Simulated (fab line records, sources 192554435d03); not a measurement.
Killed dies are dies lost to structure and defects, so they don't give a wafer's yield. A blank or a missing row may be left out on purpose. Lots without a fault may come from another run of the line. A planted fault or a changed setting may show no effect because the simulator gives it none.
fab line records | flow n5_finfet
record lots=4 wafers=12 last_day=18
route steps=1938 shown GATE_CUT@498 MOL_CONTACT_COAG@517 PASSIVATION@1936
lots that met no fault: from a run of the same line without faults
start_h: hours from the record's first day to the start of the lot's first wafer shown | wait_h: hours since the lot's step before | " the same as in the row above | L1.1+2: a row that stands for several wafers | - no value, or no start given | * or withheld: withheld | < > ~ a bound
route shown NAME@n: a module of which the file shows steps, and the number in the route of the first | usual: mean/standard deviation of fault-free wafers | same: alike in all rows | chamber/n: place in a boat | sites: the reading at each site | _std_site: their standard deviation | _edge_site: outer sites' mean less inner sites' | radius_mm: how far each site lies from the wafer's centre | mask NAME#n: copy n | behind: the tool/chamber that last shaped the wafer | hold: why the lot was held/for how many hours/how that ended | device: the transistor (n, p or np) that didn't switch | end of line: the same wafers' tests at the end of the route | a step without rows: its recipe alone | killed: dies lost to structure and defects at the first sort, not the wafer's yield | map: a wafer's dies, x killed, . not, _ none there
set.NAME: the setting as run; set.NAME@STEP: as run at that earlier step | model.NAME: the simulator's own value behind a step, which no gauge read
lots at some steps of the route; a table a step, a row a wafer
services: from which hour (start_h, from the record's first day; less than 0 if before it) a tool's chamber was out of use, for how many hours, and why
## steps
# step N5_GATE_CUT_STRIP_42
# recipe chemistry=O2 power_w=400 temp_c=40 pressure_mtorr=30 rf_frequency_hz=6e+07 bias_power_w=0 overash_fraction=0.3 o2_flow_sccm=225
# step N5_GATE_CUT_ETCH_19
# recipe chemistry=CH3F/O2 target=SiNx mask_material=SiO2 target_depth_a=537 time_s=76.7 pressure_mtorr=30 source_w=395 bias_w=73 Ar_flow_sccm=150 CH3F_flow_sccm=30 O2_flow_sccm=20 ion_energy_ev=120 ends=cleared
# step N5_GATE_CUT_CUT_ETCH_53
# recipe chemistry=SF6/Cl2 target=W mask_material=SiO2 target_depth_a=792 pressure_mtorr=8 icp_w=900 bias_w=80 SF6_flow_sccm=40 Cl2_flow_sccm=60 ends=cleared
# step N5_GATE_CUT_CUT_ETCH_54
# recipe chemistry=Cl2/BCl3 target=TiN mask_material=SiO2 target_depth_a=967 pressure_mtorr=10 icp_w=1000 bias_w=126 Cl2_flow_sccm=53.25 bcl3_flow_sccm=21.75 Ar_flow_sccm=25 ends=cleared
# step N5_GATE_CUT_CUT_ETCH_55
# recipe chemistry=BCl3 target=HfO2 mask_material=SiO2 target_depth_a=32 ion_energy_ev=30 pressure_mtorr=5 icp_w=450 bias_w=18 bcl3_flow_sccm=80
# step N5_GATE_CUT_ETCH_47
# recipe chemistry=Cl2/BCl3 target=SiO2 target_depth_a=100 pressure_mtorr=10 icp_w=1000 bias_w=126 Cl2_flow_sccm=53.25 bcl3_flow_sccm=21.75 Ar_flow_sccm=25
# step N5_GATE_CUT_VAPOR_ETCH_48
# recipe chemistry=BCl3/Cl2 target=TiN mode=isotropic
# step N5_GATE_CUT_VAPOR_ETCH_49
# recipe chemistry=BCl3/Cl2 target=TiAlC mode=isotropic
# step N5_GATE_CUT_VAPOR_ETCH_51
# recipe chemistry=BCl3/Cl2 target=HfO2 mode=isotropic
# step N5_GATE_CUT_STRIP_21
# recipe chemistry=N2/H2 time_s=30 power_w=1000 temp_c=250 pressure_mtorr=withheld n2_flow_sccm=1750 h2_flow_sccm=3250
# step N5_GATE_CUT_STRIP_29
# recipe chemistry=post_etch_residue_remover time_s=60 temp_c=25 remover_ph=withheld remover_water_wt_pct=withheld remover_fluoride_wt_pct=withheld
# step N5_GATE_CUT_SRD_52
# recipe dry=ipa_marangoni time_s=30 temp_c=23 rinse_liquid=diw
# step N5_GATE_CUT_ALD_22
# recipe material=SiNx target_thk_a=160 temp_c=400 ald_precursor_family=SiH2I2 ald_co_reactant=N2/H2-plasma pulse_time_s=1 ald_cycles=320 purge_time_s=2 co_reactant_purge_time_s=2 pressure_torr=2
# usual heater_power_w=861/130 precursor_pulse_height_rel=1.000/0.019
# columns lot.wafer tool chamber start_h wait_h heater_power_w precursor_pulse_height_rel
L314.1 ald_sin-04 0 133.50 0.1 754 0.988
L314.3 " 3 " " 765 0.998
L314.6 " 2 " " 939 1.024
L315.2 ald_sin-04 2 142.79 0.0 928 1.015
L315.3 " 3 " " 801 1.043
L315.5 " 2 " " 908 0.999
L317.4 ald_sin-04 1 154.01 0.0 908 1.010
L317.5 " 1 " " 916 0.989
L317.6 " 2 " " 918 0.971
L329.3 ald_sin-02 1 227.25 0.0 742 1.025
L329.4 " 2 " " 893 1.041
L329.6 " 3 " " 855 0.960
# step N5_GATE_CUT_CMP_23
# recipe stop_on=SiO2 t_overpolish_s=23.4 post_cmp_clean=alkaline_brush down_force_psi=2.5 platen_rpm=51.8 pad_velocity_m_s=1.0307 target_thk_nm=16
# step N5_GATE_CUT_CMP_43
# recipe material=SiO2 post_cmp_clean=rinse_only
# step N5_GATE_CUT_CMP_61
# recipe stop_on=SiNx t_overpolish_s=3 post_cmp_clean=alkaline_brush down_force_psi=4 platen_rpm=27.09 pad_velocity_m_s=0.539
# step N5_MOL_CONTACT_COAG_COAT_103
# recipe resist=SOC temp_c=250 time_s=60 spin_rpm=1500 resist_thk_nm=80
# step N5_MOL_CONTACT_COAG_COAT_104
# recipe resist=SiARC temp_c=220 time_s=60 spin_rpm=1500 resist_thk_nm=12
# step N5_MOL_CONTACT_COAG_COAT_58
# recipe resist=underlayer temp_c=205 time_s=60 spin_rpm=1500 resist_thk_nm=10
# step N5_MOL_CONTACT_COAG_COAT_02
# recipe resist=CAR-EUV spin_rpm=1500 resist_thk_nm=30
# step N5_MOL_CONTACT_COAG_EBR_04
# recipe solvent=PGMEA ebr_width_mm=1.5
# step N5_MOL_CONTACT_COAG_SOFTBAKE_03
# recipe temp_c=110 time_s=60 resist=CAR-EUV
# step N5_MOL_CONTACT_COAG_EXPOSE_05
# recipe mask_id=CA na=0.33 source_shape=annular sigma_inner=0.4 sigma_outer=0.8 polarization=unpolarized defocus_nm=0 dose_mj=38.25
# step N5_MOL_CONTACT_COAG_PEB_06
# recipe peb_temp_c=100 peb_time_s=60 resist=CAR-EUV
# step N5_MOL_CONTACT_COAG_DEVELOP_07
# recipe develop_time_s=30 developer=TMAH resist=CAR-EUV rinse_liquid=surfactant_rinse dry=air_spin dev_temp_c=23
# step N5_MOL_CONTACT_COAG_DESCUM_13
# recipe chemistry=O2 time_s=7 source_power_w=50 bias_power_w=20 pressure_mtorr=20 rf_frequency_hz=2.712e+07 temp_c=40 resist=CAR-EUV o2_flow_sccm=225
# step N5_MOL_CONTACT_COAG_ETCH_59
# recipe chemistry=N2/H2 target=underlayer target_depth_a=130 mask_material=CAR-EUV time_s=10.4 ion_energy_ev=200 pressure_mtorr=30 source_w=840 bias_w=150 n2_flow_sccm=200 h2_flow_sccm=200 ends=cleared
# step N5_MOL_CONTACT_COAG_ETCH_105
# recipe chemistry=CF4 target=SiARC target_depth_a=156 mask_material=CAR-EUV time_s=26 ion_energy_ev=80 pressure_mtorr=40 source_w=545 bias_w=36 Ar_flow_sccm=100 cf4_flow_sccm=100 ends=cleared
# step N5_MOL_CONTACT_COAG_ETCH_106
# recipe chemistry=N2/H2 target=SOC target_depth_a=800 overetch_a=160 mask_material=SiARC temp_c=40 time_s=120 ion_energy_ev=200 pressure_mtorr=30 source_w=840 bias_w=150 n2_flow_sccm=200 h2_flow_sccm=200
# step N5_MOL_CONTACT_COAG_STRIP_107
# recipe chemistry=N2/H2 temp_c=40 n2_flow_sccm=200 h2_flow_sccm=200 rf_frequency_hz=6e+07
# step N5_MOL_CONTACT_COAG_STRIP_108
# recipe chemistry=N2/H2 temp_c=40 n2_flow_sccm=200 h2_flow_sccm=200 rf_frequency_hz=6e+07
# step N5_MOL_CONTACT_COAG_CONTACT_ETCH_14
# recipe chemistry=C4F6/O2 target=SiO2 target_depth_a=275 overetch_a=85 mask_material=SOC pressure_mtorr=30 source_w=370 bias_w=185 Ar_flow_sccm=300 C4F6_flow_sccm=16 O2_flow_sccm=10 time_s=20 ion_energy_ev=259.6
# step N5_MOL_CONTACT_COAG_STRIP_109
# recipe chemistry=C4F6/O2 resist=SiARC rf_frequency_hz=6e+07
# step N5_MOL_CONTACT_COAG_ETCH_15
# recipe chemistry=CH3F/O2 target=SiNx target_depth_a=70 mask_material=SOC stop_on=Si:P over_etch_frac=0.75 ion_energy_ev=120 pressure_mtorr=30 source_w=395 bias_w=73 Ar_flow_sccm=150 CH3F_flow_sccm=30 O2_flow_sccm=20
# step N5_MOL_CONTACT_COAG_ETCH_110
# recipe chemistry=CF4/O2 target=Si target_depth_a=25 time_s=8 pressure_mtorr=100 source_w=200 bias_w=12 ion_energy_ev=60 Ar_flow_sccm=100 cf4_flow_sccm=100 O2_flow_sccm=10
# step N5_MOL_CONTACT_COAG_STRIP_98
# recipe chemistry=N2/H2 power_w=500 temp_c=40 pressure_mtorr=50 rf_frequency_hz=6e+07 overash_fraction=0.3 bias_power_w=8 h2_frac=0.5 n2_flow_sccm=300 h2_flow_sccm=300
# step N5_PASSIVATION_PROBE_49
# usual defect_limited_yield=91.7/1.4 killed_at_M0_to_M3=31/11 killed_at_M4_up=13/4.6 killed_at_contacts=13/6.7 killed_at_front_end=39/9.6 killed_at_other=3.5/2.8 killed_dies=98/16 killed_open=64/11 killed_short=33/8.5 sort_bin_5_function=4.9/0.96 sort_bin_6_memory=3.1/0.59 sort_bin_8_speed=0.2/1.3 sort_n_pass=1080/23
# same gross_dies=1180 killed_at_back_side=0 sort_bin_4_leakage[%]=0
# columns lot.wafer tool chamber start_h wait_h defect_limited_yield[%] killed_at_M0_to_M3 killed_at_M4_up killed_at_contacts killed_at_front_end killed_at_other killed_dies killed_open killed_short sort_bin_5_function[%] sort_bin_6_memory[%] sort_bin_8_speed[%] sort_n_pass
L314.1 prober-01 - 337.31 0.0 92.1 17 13 6 47 10 93 69 22 4.9 2.8 0 1087
L314.3 prober-01 - 337.41 0.1 93.4 18 17 4 35 4 78 46 30 3.4 3.1 4.7 1046
L314.6 prober-01 - 337.56 0.3 90.8 26 16 8 50 8 108 61 43 5.8 3.1 0 1072
L315.2 prober-02 - 339.34 0.1 80.1 35 12 10 177 1 235 63 23 11.4 4.3 0 945
L315.3 prober-02 - 339.39 0.1 83.0 31 13 3 150 4 201 54 27 10.9 2.9 0 979
L315.5 prober-02 - 339.49 0.2 77.2 44 16 10 195 4 269 69 47 14.0 4.8 0 911
L317.4 prober-01 - 348.04 0.2 81.4 38 10 16 153 3 220 53 27 11.0 3.6 0.2 960
L317.5 prober-01 - 348.09 0.2 81.4 36 14 3 163 3 219 64 26 11.6 4.2 0.1 961
L317.6 prober-01 - 348.14 0.3 81.9 30 9 10 163 2 214 54 19 11.0 3.7 0 966
# killed by level:class
L314.1 STI_FIN_REVEAL:geometric_particle:open=15 BEOL_M4:geometric_particle:open=9 FIN_SAQP:geometric_particle:open=7 MIM_TOP:geometric_particle:open=6 MOL_CONTACT_COAG:geometric_particle:open=5 STARTING-WAFER:geometric_particle:open=5 FIN_SAQP:geometric_particle:short=4 BEOL_M0_SAQP:geometric_particle:open=4
L314.3 GATE_CUT:geometric_particle:short=11 BEOL_M4:geometric_particle:open=9 STI_FIN_REVEAL:geometric_particle:open=6 GATE_CUT:geometric_particle:open=4 BEOL_M0_SAQP:geometric_particle:short=4 BEOL_M3:geometric_particle:open=4 STARTING-WAFER:geometric_particle:open=4 FIN_SAQP:geometric_particle:short=3
L314.6 GATE_CUT:geometric_particle:short=13 BEOL_M2:geometric_particle:open=7 BEOL_M3:geometric_particle:open=7 GATE_CUT:geometric_particle:open=6 BEOL_M4:geometric_particle:open=6 FIN_SAQP:geometric_particle:short=5 STI_FIN_REVEAL:geometric_particle:open=5 MOL_CONTACT_COAG:geometric_particle:open=5
L315.2 GATE_CUT:unspecified=148 BEOL_M0_SAQP:geometric_particle:open=11 FIN_SAQP:geometric_particle:short=9 MOL_CONTACT_COAG:geometric_particle:open=8 FIN_SAQP:geometric_particle:open=7 BEOL_M4:geometric_particle:open=7 BEOL_M2:geometric_particle:open=6 BEOL_M3:geometric_particle:open=6
L315.3 GATE_CUT:unspecified=120 FIN_SAQP:geometric_particle:short=10 BEOL_M3:geometric_particle:open=10 BEOL_M0_SAQP:geometric_particle:open=9 FIN_SAQP:geometric_particle:open=5 STI_FIN_REVEAL:geometric_particle:open=5 BEOL_M4:geometric_particle:short=4 BEOL_M2:geometric_particle:open=4
L315.5 GATE_CUT:unspecified=152 FIN_SAQP:geometric_particle:short=16 BEOL_M0_SAQP:geometric_particle:short=12 FIN_SAQP:geometric_particle:open=11 BEOL_M2:geometric_particle:open=11 BEOL_M0_SAQP:geometric_particle:open=9 MOL_CONTACT_COAG:geometric_particle:open=8 BEOL_M4:geometric_particle:open=7
L317.4 GATE_CUT:unspecified=136 MOL_CONTACT_COAG:geometric_particle:open=14 BEOL_M0_SAQP:geometric_particle:short=11 BEOL_M3:geometric_particle:open=8 BEOL_M4:geometric_particle:open=6 BEOL_M2:geometric_particle:open=5 FIN_SAQP:geometric_particle:short=4 DUMMY_GATE:geometric_particle:open=4
L317.5 GATE_CUT:unspecified=127 BEOL_M3:geometric_particle:open=12 FIN_SAQP:geometric_particle:short=10 BEOL_M0_SAQP:geometric_particle:open=8 FIN_SAQP:geometric_particle:open=7 BEOL_M1:geometric_particle:open=7 BEOL_M4:geometric_particle:open=6 STI_FIN_REVEAL:geometric_particle:open=5
L317.6 GATE_CUT:unspecified=141 MOL_CONTACT_COAG:geometric_particle:open=8 BEOL_M1:geometric_particle:open=8 FIN_SAQP:geometric_particle:open=6 BEOL_M0_SAQP:geometric_particle:open=5 BEOL_M2:geometric_particle:open=5 BEOL_M4:geometric_particle:open=5 STI_FIN_REVEAL:geometric_particle:open=3
# map L315.5 (x killed, . not)
_________________..x........x________________
______________.................x_____________
___________......................x.__________
__________x.........x..............._________
________.x..............x..x.........._______
_______..x......x..x.........x....x....______
______x..............x............x...xx_____
_____................x...x.....x.........____
____....x....x.x.......x.............x....___
___..........x.....xx...........xx.........__
___................x...............x......x__
__.....................x...x.....xx....x...._
__x..............x.........x..x...........x._
_x...x.....................x..............x.x
_..............x..x......x.x.x.x.............
_.x...x.........x......xxx.x....x............
_.x...xx...........x..x...x.xxx......x....xx.
_...x..x..x.............xx.xxx.....x.....x.x.
_..x..........x.x.....xxxxxxxxxxx...x..x..x..
_....x..........xx.x..xxxxxxxxxxx.....x......
_..............x.....xxxxxxxxxxxxxxx.........
__..x..........x...xxxxxxxxxxxxxxx.xx.....x._
__............x....xxxxxxxxxxxxx.xxx........_
___.........x.....x.xxxxxxxxxxxxxxx.......x__
___...x.x........x..xxxxxxxxxxxxxxx....x...__
____...x..........xxx.xxxxxxxxxxxx........___
_____..x.x........x..xxxxxxxxxxx.x..x....____
______.............x...x.xxxxx........x._____
_______...x.....x....x...xx..xxxxxx....______
________.........x......x....x.x...x.._______
__________.........................._________
___________........................__________
______________.....x........x..._____________
_________________......x.....________________
# map L317.4 (x killed, . not)
_________________...xxxxxxxxx________________
______________...x.xxxxxxxxxxxx._____________
___________.........xxxxxxxxxxx..x.__________
__________....x..xxxxxxxxxxxxxxxxx.._________
________..x.......xxxxxxxxxxxxxxx....._______
_______.x.x......xxxxxxxxxxxxxxxxx.x...______
______............xxxxxxxxxxxxxxx......._____
_____......x......xx.xxxxxxxxxx.x........____
____........x.......xxxxxxxxxxx...........___
___........x...x.x.x..xx..xxxx.............__
___......x.x...x...xxxx.....x.x............__
__..........x....x....x.x....x.............._
__.........................................x_
_.....x......xx.......xx......x..............
_...x........x..........x.........x......x...
_............................................
_.....x..............x....x...........x.....x
_................x..x......x.....x..x.x......
_.....x.....x.........x...........xx.........
_.......................................x...x
_x........x.x.....x.xx........xx.x..........x
__.....x...................................._
__..x.................x.x..........x....x.x._
___.xx...........x.........................__
___.................................x....x.__
____.............................x........___
_____.........................x..x..x....____
______.................................._____
_______........................x.x.....______
________...x....x.............x......._______
__________x............x....x......._________
___________.x......................__________
______________.........x......x._____________
_________________............________________
## services
# columns tool chamber start_h hours kind
ald_sin-04 - 112.23 14.6 pm
ald_sin-04 0 172.66 11.4 repair
## key
first_sign step=N5_PASSIVATION_PROBE_49 reading=killed_at_front_end direction=up sigmas=13 usual=39 struck=167
effect step=N5_PASSIVATION_PROBE_49 reading=killed_dies direction=up sigmas=8 usual=98 struck=226
more_kills_born_at N5_GATE_CUT_ALD_22@ald_sin-04=824
met_at N5_GATE_CUT_ALD_22
struck_wafers L315.2,L315.3,L315.5,L317.4,L317.5,L317.6
onset_between 133.50 142.79
fault kind=chamber_particle_source tool=ald_sin-04 chamber=- onset_h=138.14 steps=N5_GATE_CUT_ALD_22 rate_per_visit_cm2=1.4005 end_h=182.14
